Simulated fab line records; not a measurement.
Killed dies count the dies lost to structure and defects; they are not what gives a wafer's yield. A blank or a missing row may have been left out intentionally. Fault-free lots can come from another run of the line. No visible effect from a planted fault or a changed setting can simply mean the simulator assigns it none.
Matching of chambers / flow nand harc / rie diel-13 running NHARC_A_STAIRCASE_DESCUM_312: 4 sister chambers
The step chemistry O2, time 3 s. 4 wafers are shown with their chamber, then 8 later ones without.

== WAFERS WITH THEIR CHAMBER ==
wafer=L080.5; chamber=0; drypump motor current A (A)=5.9
wafer=L080.6; chamber=3; drypump motor current A (A)=6.1
wafer=L091.5; chamber=1; drypump motor current A (A)=5.8
wafer=L092.2; chamber=2; drypump motor current A (A)=5.2

== WAFERS WHOSE CHAMBER IS MISSING ==
wafer=L092.4; drypump motor current A (A)=5.9
wafer=L092.5; drypump motor current A (A)=5.8
wafer=L093.2; drypump motor current A (A)=5.1
wafer=L093.3; drypump motor current A (A)=5.9
wafer=L093.5; drypump motor current A (A)=5.8
wafer=L095.1; drypump motor current A (A)=5.2
wafer=L095.4; drypump motor current A (A)=6.1
wafer=L095.6; drypump motor current A (A)=5.8

== WHICH CHAMBER EACH ONE RAN IN ==
wafer=L092.4; from the rows above=0; in truth=0
wafer=L092.5; from the rows above=1; in truth=1
wafer=L093.2; from the rows above=2; in truth=2
wafer=L093.3; from the rows above=0; in truth=0
wafer=L093.5; from the rows above=1; in truth=1
wafer=L095.1; from the rows above=2; in truth=2
wafer=L095.4; from the rows above=3; in truth=3
wafer=L095.6; from the rows above=1; in truth=1
8 of 8 placed correctly. From these rows, 0 cannot be placed. Number placed wrongly: 0.
How it was worked out, from the rows above alone: a wafer's distance from a chamber is the root of the sum, over the readings, of the square of ((its reading less the chamber's mean) divided by the reading's scatter). If the next closest chamber is less than 2 further off than the closest, the wafer can't be placed; otherwise it belongs to the closest. The mean given for a chamber averages the wafers shown for that chamber. The scatter (one wafer shown for each chamber): square how far every hidden wafer sits from the nearest shown wafer, average those squares and take the square root.
